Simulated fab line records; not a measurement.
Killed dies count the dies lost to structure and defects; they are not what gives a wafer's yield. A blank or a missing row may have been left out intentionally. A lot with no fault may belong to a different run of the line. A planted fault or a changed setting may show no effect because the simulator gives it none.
Problem report, 8D (eight disciplines) form, completed by code | flow n5_finfet | the parts of the form that need people (team, actions taken, sign-off) are left out

## 1. WHAT IS WRONG
bias_w at N5_BEOL_M1_ETCH_74 reads a mean of 159.6 W on 9 wafers of 3 lots; wafers without a fault read 150.0 W with a standard deviation of 0.43. That puts it +22 standard deviations away from the usual mean.
The step: etches underlayer in N2/H2, target depth 6.5 nm, time 5.2 s.
Seen first at day 8 06:30 on rie_diel-06, wafer L237.1. At this step, 30 wafers from 10 lots have a number in the record. Rule for "out" (also "out of limits"): further than 4 standard deviations from the usual mean. Any other wafer with a number is counted as sound.

## 2. WHAT IT IS; WHAT IT IS NOT
question                    | is                     | is not
which readings at this step | bias_w, rf_vpp_V       | drypump_motor_current_A, oes_product_au, showerhead_plenum_p_Torr, throttle_valve_pct
which lots                  | L237, L239, L241       | L231, L232, L242, L243, L245, L251, L252
which wafers of those lots  | all that have a number | -
read on which tools         | rie_diel-06            | rie_diel-01, rie_diel-03
when                        | from day 8 06:30       | up to then (6 sound wafers); but 15 sound wafers of L242, L243, L245, L251, L252 came after

## 3. SUSPECTS, AND WHAT RULES EACH OUT
Counting: a tool stays on the suspect list if, at a process step up to the reading, it processed all lots that are out and no sound lot following the first of them.
- rie_diel-06 at N5_BEOL_M1_ETCH_74 (etches underlayer in N2/H2, target depth 6.5 nm, time 5.2 s): ruled out as a lasting fault. Sound lots L252 ran on it after its first lot that is out, L237 (day 8 06:30).
Left after counting: nothing in the record.

## 4. THE CAUSE (what the simulator had put in)
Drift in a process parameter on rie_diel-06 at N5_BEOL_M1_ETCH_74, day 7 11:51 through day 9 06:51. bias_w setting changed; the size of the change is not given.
Counting ruled it out, wrongly.

## 5. THE CHAIN OF EFFECTS, in route order
Each row: a reading whose mean over the struck wafers that have a number lies more than 3 standard deviations from the usual. Only readings whose record carries a usual standard deviation are examined. hours: median over the lots of the time between each lot's start at the first step of this table that gives one and its start at this step. sigmas: the change, counted in usual standard deviations.
hours | step               | reading  | usual   | on struck wafers | change | sigmas
0     | N5_BEOL_M1_ETCH_74 | bias_w   | 150.0 W | 159.6            | +9.6   | +22
0     | N5_BEOL_M1_ETCH_74 | rf_vpp_V | 523.4 V | 544.7            | +21.3  | +8.2
Process steps it contains:
- N5_BEOL_M1_ETCH_74: etches underlayer in N2/H2, target depth 6.5 nm, time 5.2 s.
Later measuring or inspecting steps at which every struck wafer that the step has a row for has a number for every such reading, and none has moved that far: N5_BEOL_M1_CD_MEAS_18, N5_BEOL_M4_RC_MEAS_101.

## 6. HOW IT WOULD HAVE BEEN CAUGHT EARLIER
19 hours passed between the start of the fault at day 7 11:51 and the first reading out of limits in this record, taken at day 8 06:30.
